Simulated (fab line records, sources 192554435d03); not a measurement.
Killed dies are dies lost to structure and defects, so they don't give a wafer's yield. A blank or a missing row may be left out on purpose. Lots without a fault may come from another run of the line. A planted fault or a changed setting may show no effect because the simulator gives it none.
Chamber matching | flow n5_finfet | N5_BEOL_M5_STRIP_19 on rie_diel-01: 4 sister chambers
The step strips in O2. 22 wafers are shown with their chamber, then 11 later ones without.

WAFERS WITH THEIR CHAMBER
wafer  | chamber | throttle_valve_pct (%) | drypump_motor_current_A (A) | showerhead_plenum_p_Torr (Torr)
L074.3 | 0       | 16.16                  | 6.2                         | 2.11
L074.4 | 1       | 16.73                  | 6.1                         | 2.06
L074.6 | 2       | 16.79                  | 6.0                         | 2.17
L078.1 | 3       | 16.67                  | 5.9                         | 2.06
L078.4 | 1       | 16.73                  | 6.0                         | 2.06
L078.5 | 0       | 16.16                  | 6.2                         | 2.10
L079.3 | 0       | 16.16                  | 6.2                         | 2.10
L079.4 | 2       | 16.82                  | 6.0                         | 2.16
L079.6 | 0       | 16.17                  | 6.2                         | 2.10
L082.3 | 1       | 16.74                  | 6.0                         | 2.06
L082.4 | 0       | 16.18                  | 6.2                         | 2.10
L082.6 | 1       | 16.75                  | 6.0                         | 2.06
L084.2 | 1       | 16.75                  | 6.1                         | 2.06
L084.4 | 2       | 16.84                  | 6.0                         | 2.16
L084.6 | 0       | 16.20                  | 6.2                         | 2.10
L086.2 | 1       | 16.76                  | 6.0                         | 2.05
L086.5 | 0       | 16.21                  | 6.2                         | 2.10
L086.6 | 1       | 16.73                  | 6.0                         | 2.06
L088.1 | 3       | 16.70                  | 5.9                         | 2.05
L088.2 | 1       | 16.76                  | 6.0                         | 2.05
L088.3 | 0       | 16.21                  | 6.2                         | 2.10
L087.2 | 2       | 16.86                  | 6.0                         | 2.15

SIGNATURES (means of the wafers above)
reading                  | chamber 0 | chamber 1 | chamber 2 | chamber 3 | scatter within a chamber
throttle_valve_pct       | 16.1812   | 16.7437   | 16.8275   | 16.6850   | 0.0208
drypump_motor_current_A  | 6.200     | 6.025     | 6.000     | 5.900     | 0.0289
showerhead_plenum_p_Torr | 2.1013    | 2.0575    | 2.1600    | 2.0550    | 0.0052
Rule: a wafer's distance from a chamber is the root of the sum, over the readings, of the square of ((its reading less the chamber's mean) divided by the reading's scatter). The wafer belongs to the nearest chamber; if the next one is less than 2 further off, it can't be placed. The scatter: the root of (the sum of the squares of (reading less its chamber's mean) over the shown wafers, divided by (wafers less chambers)).

WAFERS WITHOUT THEIR CHAMBER
wafer  | throttle_valve_pct (%) | drypump_motor_current_A (A) | showerhead_plenum_p_Torr (Torr)
L087.3 | 16.77                  | 6.1                         | 2.05
L087.6 | 16.76                  | 6.1                         | 2.05
L090.1 | 16.69                  | 5.9                         | 2.05
L090.3 | 16.86                  | 6.0                         | 2.15
L090.5 | 16.86                  | 6.0                         | 2.15
L091.1 | 16.72                  | 5.9                         | 2.05
L091.2 | 16.89                  | 6.0                         | 2.15
L091.4 | 16.23                  | 6.2                         | 2.09
L092.1 | 16.72                  | 5.9                         | 2.05
L092.3 | 16.23                  | 6.2                         | 2.09
L092.4 | 16.80                  | 6.1                         | 2.05

WHICH CHAMBER EACH WENT THROUGH
wafer  | from the rows above | in truth
L087.3 | 1                   | 1
L087.6 | 1                   | 1
L090.1 | 3                   | 3
L090.3 | 2                   | 2
L090.5 | 2                   | 2
L091.1 | 3                   | 3
L091.2 | 2                   | 2
L091.4 | 0                   | 0
L092.1 | 3                   | 3
L092.3 | 0                   | 0
L092.4 | 1                   | 1
Placed correctly: 11 of 11. Can't be placed from these rows: 0. Placed wrongly: 0.
